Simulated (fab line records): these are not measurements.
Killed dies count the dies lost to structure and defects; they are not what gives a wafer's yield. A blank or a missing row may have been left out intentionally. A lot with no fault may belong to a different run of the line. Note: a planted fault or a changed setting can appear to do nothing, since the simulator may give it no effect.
3 desks, one fault + flow nandHarc + what lay behind the numbers comes last; until then each desk has only its own

DESK OF THE TOOL OWNER: pecvdOnon-02
The tool's own readings at NHARC_A_ONON_D1_DEP_00 (target thk 1000 nm): means of the sampled wafers that have a number, for each lot that ran on this tool. If a lot's mean is further than 4 standard deviations from the usual mean, the lot is out of limits and carries the mark OUT (the distance appears in the brackets).
Columns: A = n2oFlowSccm at NHARC_A_ONON_D1_DEP_00, usual 1999 sccm; B = susceptorTempC at NHARC_A_ONON_D1_DEP_00, usual 400.02 C
| lot  | first seen here | A    | B      |
|------|-----------------|------|--------|
| L772 | day 8 00:36     | 2000 | 399.86 |
| L777 | day 10 09:19    | 1997 | 399.88 |
| L783 | day 12 14:44    | 1997 | 399.75 |
| L784 | day 13 17:17    | 2000 | 399.83 |
| L794 | day 17 05:11    | 1991 | 400.27 |
This desk found nothing out of limits on any of the 5 lots.

THE DEFECT DESK
Inspection counts along the route, by lot: the mean over sampled wafers that carry a number. If a lot's mean is further than 4 standard deviations from the usual mean, the lot is out of limits and carries the mark OUT (the distance appears in the brackets).
Columns: A = rawDefectCount at NHARC_A_START_INSPECT_01, usual 3.5
| lot  | first seen here | A   |
|------|-----------------|-----|
| L771 | day 6 13:54     | 4.0 |
| L772 | day 7 01:56     | 3.3 |
| L773 | day 7 23:30     | 3.0 |
| L774 | day 8 04:40     | 4.7 |
| L776 | day 9 00:05     | 5.7 |
| L777 | day 9 10:52     | 5.0 |
| L783 | day 11 17:11    | 3.0 |
| L784 | day 12 19:32    | 4.3 |
| L788 | day 13 21:04    | 3.7 |
| L789 | day 14 01:21    | 1.7 |
| L790 | day 14 21:35    | 4.0 |
| L793 | day 15 22:04    | 3.3 |
| L794 | day 16 06:00    | 4.7 |
This desk found nothing out of limits on any of the 13 lots.

THE METROLOGY DESK
What the gauges read for every lot (on any tool): the sampled wafers with a number, averaged. If a lot's mean is further than 4 standard deviations from the usual mean, the lot is out of limits and carries the mark OUT (the distance appears in the brackets).
Columns: A = thkNm at NHARC_A_ONON_D1_THK_MEAS_02, usual 1000 nm
| lot  | first seen here | A              |
|------|-----------------|----------------|
| L771 | day 7 12:07     | 979            |
| L772 | day 8 01:03     | 992            |
| L773 | day 8 23:27     | 1020           |
| L774 | day 9 04:02     | 1002           |
| L776 | day 9 23:31     | 998            |
| L777 | day 10 09:43    | 987            |
| L783 | day 12 15:12    | 1098 (+10) OUT |
| L784 | day 13 17:49    | 1099 (+10) OUT |
| L788 | day 14 19:59    | 1002           |
| L789 | day 15 03:07    | 1004           |
| L790 | day 15 19:57    | 997            |
| L793 | day 16 18:26    | 1012           |
| L794 | day 17 05:38    | 1013           |
This desk's verdict: out of limits on L783, L784, starting with L783 at day 12 15:12 (thkNm at NHARC_A_ONON_D1_THK_MEAS_02). In limits: L771, L772, L773, L774, L776, L777, L788, L789, L790, L793, L794.

PUT TOGETHER
The metrology desk could have raised an alarm at day 12 15:12, on L783, L784.
The desk of the tool owner found nothing out of limits.
Nothing the defect desk looked at was out of limits.
The tool owner's desk has L783, L784 on record, within its limits.
The defect desk has L783, L784 on record, within its limits.
The lots listed all ran NHARC_A_ONON_D1_DEP_00 on pecvdOnon-02.

WHAT THE SIMULATOR HAD PUT IN
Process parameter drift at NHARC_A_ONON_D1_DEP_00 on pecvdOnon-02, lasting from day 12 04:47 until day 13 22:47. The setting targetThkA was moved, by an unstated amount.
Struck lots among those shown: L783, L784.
Hours from the fault's start to each desk's first reading out of limits: the metrology desk, 10.
